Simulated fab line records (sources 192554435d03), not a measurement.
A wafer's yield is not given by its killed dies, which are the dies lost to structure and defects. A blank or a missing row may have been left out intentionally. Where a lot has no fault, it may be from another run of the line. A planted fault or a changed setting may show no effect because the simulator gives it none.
fab line records	flow n5-finfet
record: lots: 24	wafers: 72	last-day: 17
route steps=1938 shown FIN_CUT@177 STI_FIN_REVEAL@184 DUMMY_GATE@218
lots that met no fault: from a run of the same line without faults
start-h: hours from the record's first day to the start of the lot's first wafer shown	wait-h: hours elapsed since this lot's preceding step	" repeats the value in the row above	L1.1+2: a row that stands for several wafers	- either no value or no given start	* or withheld: withheld	< > ~ a bound
route shown NAME@n: a module of which the file shows steps, and the number in the route of the first	usual: mean/standard deviation taken from wafers without a fault	same: alike in all rows	chamber/n: place in a boat	sites: readings site by site	_std_site: the values' standard deviation	_edge_site: inner sites' mean taken away from outer sites' mean	radius-mm: how far each site lies from the wafer's centre	mask NAME#n: copy n	behind: the tool/chamber that last shaped the wafer	hold: the reason the lot was held/the length of the hold in hours/how it ended	device: whichever transistor did not switch (one of n, p or np)	end of line: the tests these same wafers got at the end of their route	where a step has no rows: the recipe by itself	killed: dies that structure and defects cost at the first sort, which is not the same as the wafer's yield	map: a wafer's dies, x killed, . not, _ none there
set.NAME: the setting that was run; set.NAME@STEP: the one run at that earlier step	model.NAME: the simulator's own value behind a step, which no gauge read
a sample of lots followed through the steps of the route, with each step as a table and each wafer as a row
services: the hour from which a tool's chamber was out of use, counted from the record's first day as start-h (under 0 if before that day), plus the number of hours and why
== steps ==
step: N5_FIN_CUT_CUT_ETCH_28
recipe: chemistry: HBr/Cl2/O2	target: Si	target-depth-a: 60	mask-material: SOC	time-s: 2.4	ion-energy-ev: *	bias-w: *	pressure-mtorr: 10	icp-w: 800	HBr_flow_sccm: 150	Cl2_flow_sccm: 80	O2_flow_sccm: 12
usual: drypump-motor-current-A: 5.8/0.32	oes-product-au: 0.994/0.019	throttle-valve-pct: 37.22/0.17
lot.wafer	tool	chamber	start-h	wait-h	drypump-motor-current-A	oes-product-au	rf-hours-counter-h	throttle-valve-pct
L074.1	rie-si-04	2	26.78	0.0	5.3	1.019	155	37.24
L074.3	"	3	"	"	6.0	0.982	52	37.44
L074.5	"	2	"	"	5.4	1.007	-	37.23
L075.3	rie-si-05	2	35.05	0.0	5.5	0.993	125	37.03
L075.5	"	2	"	"	5.5	0.990	-	37.03
L075.6	"	1	"	"	5.3	1.038	-	37.06
L076.1	rie-si-01	3	40.98	0.0	6.0	0.977	99	37.02
L076.4	"	1	"	"	6.2	1.007	178	37.18
L076.5	"	1	"	"	6.2	0.994	-	37.17
L077.1	rie-si-04	3	45.88	0.0	6.0	0.981	53	37.45
L077.4	"	1	"	"	6.1	1.013	82	37.58
L077.6	"	1	"	"	6.1	0.999	-	37.60
L078.1	rie-si-01	0	51.60	0.0	6.0	0.976	52	37.16
L078.2	"	1	"	"	6.3	1.001	178	37.18
L078.3	"	3	"	"	6.0	0.967	100	37.01
L079.2	rie-si-05	1	57.68	0.0	5.3	1.031	149	37.07
L079.3	"	3	"	"	5.7	0.983	187	37.12
L079.5	"	1	"	"	5.3	1.031	-	37.08
L080.1	rie-si-05	2	65.43	0.0	5.5	0.995	125	37.01
L080.2	"	3	"	"	5.6	0.994	187	37.09
L080.6	"	2	"	"	5.5	1.005	-	37.02
L081.2	rie-si-01	1	70.81	0.0	6.2	1.002	178	37.16
L081.4	"	0	"	"	6.1	0.980	53	37.15
L081.5	"	1	"	"	6.2	1.002	-	37.18
L082.3	rie-si-01	3	77.81	0.0	6.0	0.972	100	36.99
L082.4	"	1	"	"	6.2	1.004	178	37.18
L082.5	"	3	"	"	6.0	0.970	-	37.00
L083.1	rie-si-05	0	84.65	0.0	6.0	1.001	125	37.27
L083.3	"	3	"	"	5.7	0.994	188	37.11
L083.5	"	0	"	"	6.0	1.000	-	37.27
L084.1	rie-si-05	0	91.00	0.0	6.0	0.995	125	37.28
L084.3	"	1	"	"	5.2	1.029	150	37.09
L084.5	"	0	"	"	6.0	1.003	-	37.28
L085.2	rie-si-04	1	96.51	0.0	6.1	1.002	82	37.56
L085.4	"	3	"	"	6.0	0.987	54	37.45
L085.5	"	2	"	"	5.3	1.011	-	37.21
L086.2	rie-si-04	3	100.41	0.0	5.9	0.980	54	37.43
L086.4	"	2	"	"	5.3	1.016	156	37.23
L086.6	"	2	"	"	5.3	1.013	-	37.21
L087.2	rie-si-01	3	106.58	0.0	6.0	0.973	101	37.00
L087.3	"	0	"	"	6.0	0.980	53	37.16
L087.4	"	2	"	"	5.5	0.975	159	37.49
L088.3	rie-si-01	3	111.97	0.0	6.0	0.964	101	37.02
L088.4	"	1	"	"	6.2	0.996	179	37.17
L088.5	"	1	"	"	6.2	1.003	-	37.18
L089.1	rie-si-01	2	118.14	0.0	5.4	0.965	159	37.47
L089.3	"	0	"	"	6.0	0.980	53	37.18
L089.4	"	1	"	"	6.2	1.013	179	37.18
L090.1	rie-si-01	0	131.65	0.0	6.0	0.983	54	37.15
L090.2	"	3	"	"	6.0	0.972	101	37.02
L090.3	"	2	"	"	5.5	0.980	160	37.47
L091.1	rie-si-05	3	137.00	0.0	5.7	0.996	189	37.12
L091.2	"	2	"	"	5.5	0.998	127	37.03
L091.5	"	0	"	"	5.9	0.998	-	37.27
L092.1	rie-si-05	3	137.82	0.0	5.6	0.992	189	37.10
L092.4	"	0	"	"	6.0	0.999	126	37.28
L092.5	"	3	"	"	5.6	0.999	-	37.11
L093.1	rie-si-01	1	145.93	0.0	6.3	1.008	180	37.17
L093.2	"	2	"	"	5.4	0.980	160	37.47
L093.5	"	1	"	"	6.3	1.010	-	37.18
L094.2	rie-si-01	2	149.89	0.0	5.4	0.973	160	37.47
L094.3	"	0	"	"	6.1	0.975	54	37.17
L094.5	"	1	"	"	6.3	1.007	-	37.15
L095.2	rie-si-01	1	154.07	0.0	6.3	0.999	180	37.16
L095.4	"	0	"	"	6.1	0.979	54	37.17
L095.6	"	1	"	"	6.2	1.003	-	37.16
L096.1	rie-si-05	3	161.00	0.0	5.7	0.993	189	37.11
L096.2	"	2	"	"	5.5	0.994	127	37.03
L096.6	"	0	"	"	6.0	0.997	-	37.27
L097.1	rie-si-01	2	166.15	0.0	5.4	0.975	160	37.49
L097.2	"	3	"	"	6.0	0.965	102	37.03
L097.4	"	0	"	"	6.0	0.976	54	37.16
step: N5_FIN_CUT_STRIP_22
recipe: chemistry: N2/H2	power-w: 500	temp-c: 40	pressure-mtorr: 50	rf-frequency-hz: 6e+07	overash-fraction: 0.3	bias-power-w: 8	h2-frac: 0.5	n2-flow-sccm: 300	h2-flow-sccm: 300
usual: drypump-motor-current-A: 5.8/0.48	oes-product-au: 0.78/0.07	power-w: 500.3/1.4	rf-vpp-V: 54.3/2.1	showerhead-plenum-p-Torr: 3.35/0.11	throttle-valve-pct: 19.1/0.38
lot.wafer	tool	chamber	start-h	wait-h	drypump-motor-current-A	oes-product-au	power-w	rf-hours-counter-h	rf-vpp-V	showerhead-plenum-p-Torr	throttle-valve-pct
L074.1	rie-diel-05	2	26.85	0.0	5.4	0.77	500.6	126	54.8	3.38	19.4
L074.3	"	0	"	"	5.6	0.72	499.7	209	56.4	3.33	19.1
L074.5	"	3	"	"	5.7	0.70	498.9	-	52.3	3.19	19.4
L075.3	rie-diel-06	2	35.14	0.1	6.5	0.79	501.6	110	56.0	3.37	18.6
L075.5	"	2	"	"	6.5	0.79	501.0	-	53.5	3.37	18.6
L075.6	"	3	"	"	6.6	0.88	500.1	-	56.4	3.30	18.7
L076.1	rie-diel-06	1	41.04	0.0	5.5	0.76	500.5	140	55.5	3.23	19.1
L076.4	"	1	"	"	5.5	0.79	500.5	-	55.0	3.24	19.1
L076.5	"	1	"	"	5.5	0.76	500.6	-	54.0	3.24	19.1
L077.1	rie-diel-05	0	45.97	0.1	5.6	0.72	498.9	216	55.1	3.33	19.1
L077.4	"	1	"	"	5.8	0.79	501.1	134	54.0	3.51	19.4
L077.6	"	2	"	"	5.4	0.77	502.8	-	52.3	3.37	19.4
L078.1	rie-diel-05	2	51.67	0.0	5.4	0.79	499.9	134	53.4	3.37	19.4
L078.2	"	1	"	"	5.8	0.80	502.4	136	55.4	3.51	19.5
L078.3	"	0	"	"	5.6	0.71	500.4	218	56.6	3.33	19.1
L079.2	rie-diel-02	0	57.77	0.1	5.1	0.69	500.9	234	54.0	3.19	19.4
L079.3	"	3	"	"	6.6	0.67	499.2	223	53.3	3.45	18.7
L079.5	"	2	"	"	5.1	0.85	500.3	-	54.1	3.28	18.4
L080.1	rie-diel-06	3	65.50	0.0	6.6	0.88	500.5	46	52.6	3.29	18.6
L080.2	"	1	"	"	5.6	0.75	500.5	147	52.1	3.23	19.1
L080.6	"	2	"	"	6.5	0.80	501.2	-	57.2	3.36	18.6
L081.2	rie-diel-05	0	70.88	0.0	5.6	0.72	501.6	224	53.4	3.32	19.1
L081.4	"	2	"	"	5.4	0.79	499.7	140	52.1	3.37	19.5
L081.5	"	3	"	"	5.8	0.69	501.6	-	55.9	3.18	19.4
L082.3	rie-diel-05	3	77.88	0.1	5.7	0.70	502.2	225	52.5	3.18	19.5
L082.4	"	2	"	"	5.4	0.78	503.1	143	58.2	3.37	19.4
L082.5	"	1	"	"	5.8	0.76	501.1	-	55.4	3.50	19.5
L083.1	rie-diel-02	2	84.81	0.1	5.1	0.86	500.7	60	53.4	3.28	18.4
L083.3	"	3	"	"	6.6	0.69	502.5	231	51.0	3.44	18.7
L083.5	"	3	"	"	6.6	0.69	503.5	-	55.4	3.44	18.8
L084.1	rie-diel-06	3	91.10	0.1	6.6	0.84	502.2	54	54.9	3.28	18.6
L084.3	"	0	"	"	5.7	0.90	501.4	15	50.9	3.44	18.7
L084.5	"	2	"	"	6.5	0.78	497.3	-	50.2	3.36	18.6
L085.2	rie-diel-05	0	96.58	0.1	5.6	0.71	500.1	233	51.6	3.32	19.1
L085.4	"	1	"	"	5.8	0.77	499.3	-	57.1	3.50	19.5
L085.5	"	2	"	"	5.4	0.76	502.2	-	53.1	3.36	19.4
L086.2	rie-diel-06	0	100.57	0.1	5.7	0.88	500.8	19	58.6	3.44	18.7
L086.4	"	3	"	"	6.6	0.87	500.4	56	55.5	3.28	18.7
L086.6	"	3	"	"	6.6	0.86	502.1	-	54.6	3.28	18.7
L087.2	rie-diel-06	1	106.72	0.1	5.5	0.75	498.8	160	52.6	3.22	19.2
L087.3	"	0	"	"	5.7	0.90	498.9	20	52.7	3.44	18.7
L087.4	"	2	"	"	6.5	0.80	500.3	131	57.4	3.36	18.6
L088.3	rie-diel-06	3	112.04	0.0	6.6	0.87	498.4	60	54.1	3.28	18.7
L088.4	"	1	"	"	5.6	0.77	499.2	162	56.7	3.23	19.1
L088.5	"	2	"	"	6.5	0.79	499.9	-	52.9	3.36	18.6
L089.1	rie-diel-06	3	118.21	0.0	6.5	0.88	500.2	62	58.8	3.28	18.6
L089.3	"	0	"	"	5.7	0.89	502.9	25	55.4	3.43	18.7
L089.4	"	2	"	"	6.6	0.79	499.5	134	55.2	3.36	18.6
L090.1	rie-diel-05	0	131.71	0.0	5.6	0.69	500.5	244	51.6	3.31	19.1
L090.2	"	3	"	"	5.8	0.69	503.3	236	53.7	3.18	19.5
L090.3	"	1	"	"	5.8	0.78	500.7	162	54.6	3.49	19.5
L091.1	rie-diel-02	3	137.07	0.0	6.6	0.69	497.3	248	54.7	3.43	18.8
L091.2	"	2	"	"	5.1	0.81	500.7	76	56.6	3.27	18.5
L091.5	"	2	"	"	5.1	0.81	502.4	-	53.6	3.27	18.5
L092.1	rie-diel-06	3	137.89	0.0	6.5	0.85	502.7	67	58.4	3.28	18.7
L092.4	"	0	"	"	5.7	0.88	499.7	29	51.7	3.43	18.8
L092.5	"	0	"	"	5.7	0.89	500.2	-	55.3	3.43	18.7
L093.1	rie-diel-02	2	145.99	0.0	5.1	0.82	501.8	80	56.5	3.27	18.4
L093.2	"	0	"	"	5.1	1.00	501.4	3	54.3	3.58	19.0
L093.5	"	1	"	"	5.6	0.74	501.3	-	57.2	3.50	19.5
L094.2	rie-diel-06	3	149.96	0.0	6.6	0.85	500.1	70	52.4	3.28	18.7
L094.3	"	2	"	"	6.5	0.76	499.0	142	53.1	3.35	18.6
L094.5	"	3	"	"	6.6	0.82	500.8	-	56.2	3.28	18.7
L095.2	rie-diel-02	2	154.16	0.1	5.1	0.81	499.4	82	55.8	3.27	18.5
L095.4	"	0	"	"	5.1	0.95	501.5	-	50.9	3.58	19.0
L095.6	"	1	"	"	5.6	0.77	498.7	-	53.9	3.50	19.5
L096.1	rie-diel-05	3	161.06	0.0	5.8	0.66	500.8	246	53.8	3.17	19.5
L096.2	"	2	"	"	5.4	0.74	498.8	171	50.7	3.35	19.5
L096.6	"	1	"	"	5.8	0.78	500.4	-	53.1	3.49	19.5
L097.1	rie-diel-05	1	166.48	0.3	5.9	0.74	502.1	174	57.8	3.49	19.6
L097.2	"	2	"	"	5.4	0.75	500.9	173	51.7	3.35	19.5
L097.4	"	1	"	"	5.8	0.74	500.0	-	55.0	3.49	19.6
step: N5_STI_FIN_REVEAL_ALD_14
recipe: material: Si3N4	target-thk-a: 30	temp-c: 400	ald-precursor-family: SiH2I2	ald-co-reactant: N2/H2-plasma	pressure-torr: 2
usual: heater-power-w: 861/78
lot.wafer	tool	chamber	start-h	wait-h	heater-power-w
L074.1	ald-sin-02	1	27.10	0.0	898
L074.3	"	0	"	"	941
L074.5	"	1	"	"	860
L075.3	ald-sin-01	1	35.38	0.0	858
L075.5	"	1	"	"	876
L075.6	"	0	"	"	1034
L076.1	ald-sin-02	3	41.70	0.0	933
L076.4	"	0	"	"	945
L076.5	"	0	"	"	938
L077.1	ald-sin-03	2	46.23	0.0	916
L077.4	"	0	"	"	766
L077.6	"	1	"	"	864
L078.1	ald-sin-02	2	51.91	0.0	828
L078.2	"	1	"	"	858
L078.3	"	0	"	"	950
L079.2	ald-sin-03	0	58.02	0.0	777
L079.3	"	1	"	"	870
L079.5	"	0	"	"	762
L080.1	ald-sin-01	0	65.75	0.0	1044
L080.2	"	1	"	"	876
L080.6	"	2	"	"	693
L081.2	ald-sin-03	1	71.12	0.0	875
L081.4	"	0	"	"	778
L081.5	"	3	"	"	789
L082.3	ald-sin-03	0	78.13	0.0	774
L082.4	"	3	"	"	783
L082.5	"	2	"	"	900
L083.1	ald-sin-02	1	85.18	0.0	857
L083.3	"	2	"	"	845
L083.5	"	1	"	"	857
L084.1	ald-sin-02	3	91.97	0.0	937
L084.3	"	2	"	"	810
L084.5	"	2	"	"	826
L085.2	ald-sin-02	3	96.84	0.0	950
L085.4	"	1	"	"	866
L085.5	"	0	"	"	934
L086.2	ald-sin-03	1	100.81	0.0	855
L086.4	"	2	"	"	856
L086.6	"	1	"	"	857
L087.2	ald-sin-01	3	107.57	0.0	794
L087.3	"	2	"	"	702
L087.4	"	0	"	"	1040
L088.3	ald-sin-03	2	112.50	0.0	864
L088.4	"	1	"	"	843
L088.5	"	2	"	"	853
L089.1	ald-sin-01	2	118.46	0.0	701
L089.3	"	3	"	"	820
L089.4	"	0	"	"	1079
L090.1	ald-sin-02	2	131.97	0.0	848
L090.2	"	3	"	"	950
L090.3	"	1	"	"	888
L091.1	ald-sin-03	1	137.32	0.0	836
L091.2	"	3	"	"	784
L091.5	"	3	"	"	790
L092.1	ald-sin-02	3	138.14	0.0	946
L092.4	"	1	"	"	857
L092.5	"	2	"	"	846
L093.1	ald-sin-03	2	146.24	0.0	837
L093.2	"	3	"	"	790
L093.5	"	3	"	"	784
L094.2	ald-sin-03	2	150.20	0.0	842
L094.3	"	0	"	"	777
L094.5	"	3	"	"	780
L095.2	ald-sin-01	1	154.41	0.0	869
L095.4	"	0	"	"	1051
L095.6	"	0	"	"	1053
L096.1	ald-sin-02	2	161.37	0.0	841
L096.2	"	0	"	"	965
L096.6	"	2	"	"	855
L097.1	ald-sin-02	2	166.73	0.0	836
L097.2	"	1	"	"	861
L097.4	"	2	"	"	855
step: N5_STI_FIN_REVEAL_THK_MEAS_05
usual: thk-nm: 131.7/1.1
lot.wafer	tool	chamber	start-h	wait-h	thk-nm
L074.1	film-metro-01	-	32.50	-	132.0
L074.3	"	-	"	"	133.0
L074.5	"	-	"	"	132.8
L075.3	film-metro-02	-	40.73	-	131.3
L075.5	"	-	"	"	130.9
L075.6	"	-	"	"	130.8
L076.1	film-metro-02	-	47.03	-	131.1
L076.4	"	-	"	"	131.1
L076.5	"	-	"	"	130.7
L077.1	film-metro-01	-	52.17	-	131.2
L077.4	"	-	"	"	132.3
L077.6	"	-	"	"	132.2
L078.1	film-metro-02	-	57.89	-	132.5
L078.2	"	-	"	"	132.6
L078.3	"	-	"	"	130.9
L079.2	film-metro-02	-	63.36	-	135.9
L079.3	"	-	"	"	133.5
L079.5	"	-	"	"	134.1
L080.1	film-metro-02	-	71.10	-	131.7
L080.2	"	-	"	"	132.5
L080.6	"	-	"	"	131.4
L081.2	film-metro-01	-	76.46	-	131.1
L081.4	"	-	"	"	130.0
L081.5	"	-	"	"	131.2
L082.3	film-metro-01	-	84.43	-	133.0
L082.4	"	-	"	"	130.9
L082.5	"	-	"	"	132.8
L083.1	film-metro-02	-	90.51	-	131.4
L083.3	"	-	"	"	131.4
L083.5	"	-	"	"	130.8
L084.1	film-metro-01	-	97.30	-	130.0
L084.3	"	-	"	"	129.3
L084.5	"	-	"	"	129.7
L085.2	film-metro-02	-	102.17	-	132.7
L085.4	"	-	"	"	131.7
L085.5	"	-	"	"	132.3
L086.2	film-metro-01	-	106.15	-	131.3
L086.4	"	-	"	"	129.7
L086.6	"	-	"	"	130.9
L087.2	film-metro-01	-	113.52	-	131.0
L087.3	"	-	"	"	129.2
L087.4	"	-	"	"	131.1
L088.3	film-metro-02	-	117.83	-	133.0
L088.4	"	-	"	"	131.3
L088.5	"	-	"	"	132.0
L089.1	film-metro-01	-	123.79	-	132.6
L089.3	"	-	"	"	132.0
L089.4	"	-	"	"	131.2
L090.1	film-metro-02	-	137.31	-	129.8
L090.2	"	-	"	"	131.8
L090.3	"	-	"	"	130.9
L091.1	film-metro-02	-	142.65	-	130.1
L091.2	"	-	"	"	132.9
L091.5	"	-	"	"	131.2
L092.1	film-metro-01	-	143.48	-	132.5
L092.4	"	-	"	"	131.2
L092.5	"	-	"	"	132.0
L093.1	film-metro-02	-	152.35	-	133.0
L093.2	"	-	"	"	133.6
L093.5	"	-	"	"	132.8
L094.2	film-metro-02	-	155.55	-	130.3
L094.3	"	-	"	"	130.7
L094.5	"	-	"	"	131.0
L095.2	film-metro-02	-	159.78	-	132.4
L095.4	"	-	"	"	132.0
L095.6	"	-	"	"	132.8
L096.1	film-metro-01	-	166.79	-	132.6
L096.2	"	-	"	"	132.6
L096.6	"	-	"	"	133.0
L097.1	film-metro-02	-	172.26	-	132.3
L097.2	"	-	"	"	132.2
L097.4	"	-	"	"	132.5
step: N5_DUMMY_GATE_CMP_04
recipe: material: a-Si	post-cmp-clean: alkaline-brush
usual: motor-current-A: 10.3/1.1	time-to-endpoint-s: 13.6/2.1
lot.wafer	tool	chamber	start-h	wait-h	motor-current-A	time-to-endpoint-s
L074.3	cmp-02	3	39.74	0.0	12.0	13.7
L074.1	"	1	"	"	9.5	15.6
L074.5	"	0	"	"	9.2	11.4
L075.3	cmp-02	2	48.02	0.1	9.3	11.2
L075.5	"	0	"	"	9.3	10.4
L075.6	"	1	"	"	10.2	10.4
L076.4	cmp-01	3	55.44	0.0	10.4	15.1
L076.1	"	1	"	"	11.4	16.5
L076.5	"	0	"	"	11.1	13.4
L077.4	cmp-04	3	60.58	0.0	10.5	12.9
L077.1	"	0	"	"	9.0	15.4
L077.6	"	0	"	"	9.2	16.9
L078.1	cmp-02	2	65.15	0.1	9.1	15.5
L078.2	"	3	"	"	12.5	12.0
L078.3	"	0	"	"	9.5	9.1
L079.3	cmp-01	3	70.79	0.2	10.2	12.1
L079.2	"	0	"	"	10.7	12.6
L079.5	"	3	"	"	10.8	12.6
L080.1	cmp-01	2	78.49	0.1	11.6	12.2
L080.2	"	3	"	"	10.3	10.2
L080.6	"	2	"	"	11.5	11.8
L081.4	cmp-02	1	83.76	0.0	9.4	11.7
L081.2	"	0	"	"	9.2	13.6
L081.5	"	1	"	"	9.6	11.0
L082.3	cmp-02	3	94.61	0.0	12.7	16.9
L082.4	"	0	"	"	9.6	13.7
L082.5	"	3	"	"	12.3	13.8
L083.3	cmp-04	3	98.88	0.0	10.0	13.1
L083.1	"	1	"	"	11.8	13.8
L083.5	"	3	"	"	10.8	16.4
L084.1	cmp-01	2	104.55	0.0	11.7	14.8
L084.3	"	0	"	"	10.8	16.5
L084.5	"	3	"	"	10.2	15.4
L085.4	cmp-04	3	109.54	0.0	9.4	11.3
L085.2	"	1	"	"	11.8	11.9
L085.5	"	3	"	"	10.2	11.7
L086.4	cmp-02	0	113.41	0.0	9.6	10.2
L086.2	"	2	"	"	9.2	12.3
L086.6	"	1	"	"	9.6	11.2
L087.3	cmp-02	0	120.77	0.0	9.3	11.9
L087.2	"	1	"	"	10.1	14.3
L087.4	"	2	"	"	8.7	17.2
L088.3	cmp-02	0	125.47	0.1	9.0	10.1
L088.4	"	1	"	"	10.0	13.8
L088.5	"	2	"	"	9.7	14.1
L089.4	cmp-04	2	131.43	0.0	9.5	11.7
L089.1	"	0	"	"	9.3	11.4
L089.3	"	1	"	"	11.7	12.9
L090.2	cmp-04	0	144.52	0.0	9.3	16.0
L090.3	"	1	"	"	12.2	12.6
L090.1	"	2	"	"	9.0	12.1
L091.1	cmp-04	0	150.36	0.1	9.0	16.3
L091.2	"	1	"	"	11.5	14.4
L091.5	"	2	"	"	9.4	15.7
L092.1	cmp-04	3	152.44	0.0	9.5	12.0
L092.4	"	1	"	"	12.3	14.0
L092.5	"	3	"	"	9.7	11.7
L093.2	cmp-01	2	161.50	0.0	11.5	12.4
L093.1	"	0	"	"	10.8	14.7
L093.5	"	3	"	"	10.6	14.5
L094.2	cmp-04	0	163.21	0.1	8.9	13.4
L094.3	"	1	"	"	12.7	13.7
L094.5	"	3	"	"	10.3	13.6
L095.4	cmp-01	0	167.14	0.0	10.5	17.9
L095.2	"	3	"	"	10.4	16.5
L095.6	"	0	"	"	10.7	16.3
L096.2	cmp-02	3	175.36	0.2	12.9	16.4
L096.1	"	1	"	"	10.1	15.7
L096.6	"	3	"	"	12.6	14.9
L097.2	cmp-02	2	181.93	0.1	9.5	14.9
L097.1	"	3	"	"	12.2	14.8
L097.4	"	0	"	"	9.1	13.1
step: N5_DUMMY_GATE_CD_MEAS_24
recipe: target-cd-nm: 15
usual: cd-nm: 15.0/0.31
lot.wafer	tool	chamber	start-h	wait-h	cd-nm
L074.1	cd-sem-01	-	45.40	0.1	14.8
L074.3	"	-	"	"	15.1
L074.5	"	-	"	"	14.8
L075.3	cd-sem-03	-	53.51	0.1	15.2
L075.5	"	-	"	"	14.9
L075.6	"	-	"	"	14.6
L076.1	cd-sem-01	-	61.65	0.1	15.4
L076.4	"	-	"	"	15.0
L076.5	"	-	"	"	15.3
L077.1	cd-sem-03	-	66.15	0.1	14.7
L077.4	"	-	"	"	14.6
L077.6	"	-	"	"	15.1
L078.1	cd-sem-01	-	70.79	0.1	14.9
L078.2	"	-	"	"	14.4
L078.3	"	-	"	"	14.5
L079.2	cd-sem-02	-	76.33	0.1	15.5
L079.3	"	-	"	"	15.0
L079.5	"	-	"	"	14.9
L080.1	cd-sem-03	-	85.03	0.1	14.5
L080.2	"	-	"	"	15.3
L080.6	"	-	"	"	14.6
L081.2	cd-sem-03	-	89.29	0.1	15.2
L081.4	"	-	"	"	14.9
L081.5	"	-	"	"	15.2
L082.3	cd-sem-02	-	100.31	0.1	15.1
L082.4	"	-	"	"	15.1
L082.5	"	-	"	"	14.4
L083.1	cd-sem-02	-	104.43	0.1	15.2
L083.3	"	-	"	"	14.9
L083.5	"	-	"	"	14.8
L084.1	cd-sem-03	-	110.71	0.1	14.8
L084.3	"	-	"	"	15.0
L084.5	"	-	"	"	14.7
L085.2	cd-sem-02	-	115.54	0.1	15.0
L085.4	"	-	"	"	14.6
L085.5	"	-	"	"	15.0
L086.2	cd-sem-01	-	118.96	0.1	15.0
L086.4	"	-	"	"	15.1
L086.6	"	-	"	"	15.1
L087.2	cd-sem-02	-	126.33	0.1	15.2
L087.3	"	-	"	"	14.4
L087.4	"	-	"	"	15.0
L088.3	cd-sem-02	-	131.10	0.1	14.5
L088.4	"	-	"	"	14.8
L088.5	"	-	"	"	15.5
L089.1	cd-sem-03	-	137.29	0.1	15.5
L089.3	"	-	"	"	15.1
L089.4	"	-	"	"	15.0
L090.1	cd-sem-02	-	150.25	0.1	14.7
L090.2	"	-	"	"	15.4
L090.3	"	-	"	"	14.9
L091.1	cd-sem-03	-	155.93	0.1	14.9
L091.2	"	-	"	"	14.5
L091.5	"	-	"	"	15.0
L092.1	cd-sem-02	-	157.97	0.1	15.2
L092.4	"	-	"	"	15.4
L092.5	"	-	"	"	15.8
L093.1	cd-sem-01	-	167.98	0.1	14.8
L093.2	"	-	"	"	14.9
L093.5	"	-	"	"	15.4
L094.2	cd-sem-03	-	170.99	0.1	14.9
L094.3	"	-	"	"	15.2
L094.5	"	-	"	"	14.4
L095.2	cd-sem-03	-	174.78	0.1	15.6
L095.4	"	-	"	"	15.1
L095.6	"	-	"	"	15.5
L096.1	cd-sem-03	-	182.88	0.1	14.9
L096.2	"	-	"	"	14.9
L096.6	"	-	"	"	15.1
L097.1	cd-sem-03	-	189.91	0.1	15.1
L097.2	"	-	"	"	15.2
L097.4	"	-	"	"	14.5
== services ==
tool	chamber	start-h	hours	kind
rie-diel-06	0	10.41	8.6	repair
cmp-02	-	13.10	8.7	pm
rie-diel-05	1	25.52	5.6	repair
rie-diel-06	3	28.31	5.2	repair
ald-sin-03	-	33.68	0.3	repair
rie-diel-05	1	35.94	9.7	repair
rie-diel-06	2	40.57	3.8	repair
rie-si-01	0	42.16	4.2	repair
cmp-02	-	48.49	7.1	pm
rie-si-01	3	51.92	8.0	repair
cmp-02	-	68.16	3.3	repair
ald-sin-03	2	78.97	1.4	repair
ald-sin-02	2	79.01	4.0	repair
ald-sin-03	-	85.46	14.0	pm
rie-diel-05	3	87.43	14.2	repair
rie-diel-06	1	113.05	1.8	repair
ald-sin-03	-	114.28	0.5	repair
ald-sin-03	-	132.48	2.8	pm
rie-diel-05	0	134.07	5.7	repair
cmp-02	-	142.18	7.5	pm
cmp-02	-	153.77	4.0	pm
ald-sin-02	3	156.59	14.0	repair
ald-sin-03	-	166.32	13.6	repair
rie-si-01	2	174.11	15.4	repair
== key ==
fault none
